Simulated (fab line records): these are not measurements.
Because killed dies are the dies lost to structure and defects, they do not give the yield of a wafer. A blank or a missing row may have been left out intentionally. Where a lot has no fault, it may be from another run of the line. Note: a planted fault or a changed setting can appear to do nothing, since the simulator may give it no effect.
The tool behind it: which one? || flow n5_finfet || 9 lots, 27 wafers sampled, at 5 steps of a route of 1938

== WHAT THE GAUGES SHOWED, per wafer ==
N5_BEOL_M4_RC_MEAS_101.
{"lot": "L716", "measured": "day 8 03:09", "on": "prober-01", "RS_NWELL (ohm/sq)": "1029 1024 1035"}
{"lot": "L723", "measured": "day 11 07:40", "on": "prober-01", "RS_NWELL (ohm/sq)": "1395 1401 1399"}
{"lot": "L724", "measured": "day 11 06:26", "on": "prober-01", "RS_NWELL (ohm/sq)": "1402 1394 1388"}
{"lot": "L726", "measured": "day 11 22:44", "on": "prober-01", "RS_NWELL (ohm/sq)": "1412 1409 1410"}
{"lot": "L727", "measured": "day 11 12:22", "on": "prober-02", "RS_NWELL (ohm/sq)": "1029 1034 1032"}
{"lot": "L729", "measured": "day 12 03:29", "on": "prober-01", "RS_NWELL (ohm/sq)": "1041 1031 1045"}
{"lot": "L732", "measured": "day 12 21:00", "on": "prober-02", "RS_NWELL (ohm/sq)": "1035 1030 1028"}
{"lot": "L737", "measured": "day 13 12:50", "on": "prober-01", "RS_NWELL (ohm/sq)": "1049 1043 1039"}
{"lot": "L738", "measured": "day 14 10:36", "on": "prober-02", "RS_NWELL (ohm/sq)": "1030 1026 1034"}

== WHAT TOOL EACH LOT RAN ON (gives the tool, then ch and the chambers of the sampled wafers, and finally the start) ==
{"lot": "L716", "N5_ZERO_LAYER_PECVD_02": "pecvd-01 ch 0,2, day 1 18:17", "N5_WELL_APT_IMPLANT_14": "implanter-02 ch 0, day 1 20:23", "N5_WELL_APT_DESCUM_30": "rie_diel-01 ch 0,1,2, day 1 22:17", "N5_WELL_APT_EPI_41": "epi_rpcvd-01 ch 0, day 1 23:25"}
{"lot": "L723", "N5_ZERO_LAYER_PECVD_02": "pecvd-01 ch 0,2, day 3 12:19", "N5_WELL_APT_IMPLANT_14": "implanter-02 ch 0, day 3 14:12", "N5_WELL_APT_DESCUM_30": "rie_diel-02 ch 1,2,3, day 3 15:08", "N5_WELL_APT_EPI_41": "epi_rpcvd-01 ch 0, day 3 16:46"}
{"lot": "L724", "N5_ZERO_LAYER_PECVD_02": "pecvd-04 ch 0,1, day 3 18:17", "N5_WELL_APT_IMPLANT_14": "implanter-02 ch 0, day 3 19:50", "N5_WELL_APT_DESCUM_30": "rie_diel-06 ch 1,2, day 3 20:50", "N5_WELL_APT_EPI_41": "epi_rpcvd-04 ch 0, day 3 21:59"}
{"lot": "L726", "N5_ZERO_LAYER_PECVD_02": "pecvd-02 ch 0,2, day 4 06:17", "N5_WELL_APT_IMPLANT_14": "implanter-02 ch 0, day 4 08:06", "N5_WELL_APT_DESCUM_30": "rie_diel-02 ch 0,1,3, day 4 09:06", "N5_WELL_APT_EPI_41": "epi_rpcvd-01 ch 0, day 4 10:15"}
{"lot": "L727", "N5_ZERO_LAYER_PECVD_02": "pecvd-02 ch 0,1,2, day 4 12:19", "N5_WELL_APT_IMPLANT_14": "implanter-01 ch 0, day 4 13:53", "N5_WELL_APT_DESCUM_30": "rie_diel-01 ch 2,3, day 4 14:58", "N5_WELL_APT_EPI_41": "epi_rpcvd-04 ch 0, day 4 16:22"}
{"lot": "L729", "N5_ZERO_LAYER_PECVD_02": "pecvd-02 ch 0,1,2, day 5 00:17", "N5_WELL_APT_IMPLANT_14": "implanter-01 ch 0, day 5 02:26", "N5_WELL_APT_DESCUM_30": "rie_diel-01 ch 0,2,3, day 5 03:28", "N5_WELL_APT_EPI_41": "epi_rpcvd-01 ch 0, day 5 04:29"}
{"lot": "L732", "N5_ZERO_LAYER_PECVD_02": "pecvd-01 ch 0,1,2, day 5 18:17", "N5_WELL_APT_IMPLANT_14": "implanter-01 ch 0, day 5 19:59", "N5_WELL_APT_DESCUM_30": "rie_diel-06 ch 0,1,2, day 5 21:27", "N5_WELL_APT_EPI_41": "epi_rpcvd-04 ch 0, day 5 22:31"}
{"lot": "L737", "N5_ZERO_LAYER_PECVD_02": "pecvd-01 ch 0,1,2, day 7 00:17", "N5_WELL_APT_IMPLANT_14": "implanter-02 ch 0, day 7 01:56", "N5_WELL_APT_DESCUM_30": "rie_diel-02 ch 0,2,3, day 7 03:08", "N5_WELL_APT_EPI_41": "epi_rpcvd-01 ch 0, day 7 04:09"}
{"lot": "L738", "N5_ZERO_LAYER_PECVD_02": "pecvd-01 ch 0,1, day 7 06:28", "N5_WELL_APT_IMPLANT_14": "implanter-02 ch 0, day 7 08:06", "N5_WELL_APT_DESCUM_30": "rie_diel-02 ch 0,1,3, day 7 09:14", "N5_WELL_APT_EPI_41": "epi_rpcvd-04 ch 0, day 7 10:15"}
- N5_ZERO_LAYER_PECVD_02: deposits SiO2 from SiH4/N2O, target thk 10 nm, time 6 s.
- N5_WELL_APT_IMPLANT_14
- N5_WELL_APT_DESCUM_30: chemistry O2, time 7.9 s.
- N5_WELL_APT_EPI_41: deposits Si from SiH4/H2, target thk 50 nm, time 297.7 s.

== THE ANSWER, worked out from the rows above alone ==
Rule: the usual values come from the lots themselves. Put in order of their means at a reading, lots are off if they are a third of the lots or fewer, leave a main group of 4 or more, and stand apart from it by a gap of 3 or more times the standard deviation of the main group's means; of several such gaps the widest counts. A main group whose means are all the same, to the digits that the tables above print for the reading, isn't used. A lot without any number at a reading at which 4 lots or more have one is off too. All remaining lots with rows at the step are treated as sound.
Off: at N5_BEOL_M4_RC_MEAS_101 (RS_NWELL), L723, L724, L726. For the main group the mean is 1034 ohm/sq and the standard deviation 5.3.
A tool fits if, at a process step before that reading, it ran every lot that is off, and no sound lot after the first of them. Gauges at N5_BEOL_M4_RC_MEAS_101: tried the same way as those tools. Not one of the candidates tried fits.

== WHAT THE SIMULATOR PUT IN ==
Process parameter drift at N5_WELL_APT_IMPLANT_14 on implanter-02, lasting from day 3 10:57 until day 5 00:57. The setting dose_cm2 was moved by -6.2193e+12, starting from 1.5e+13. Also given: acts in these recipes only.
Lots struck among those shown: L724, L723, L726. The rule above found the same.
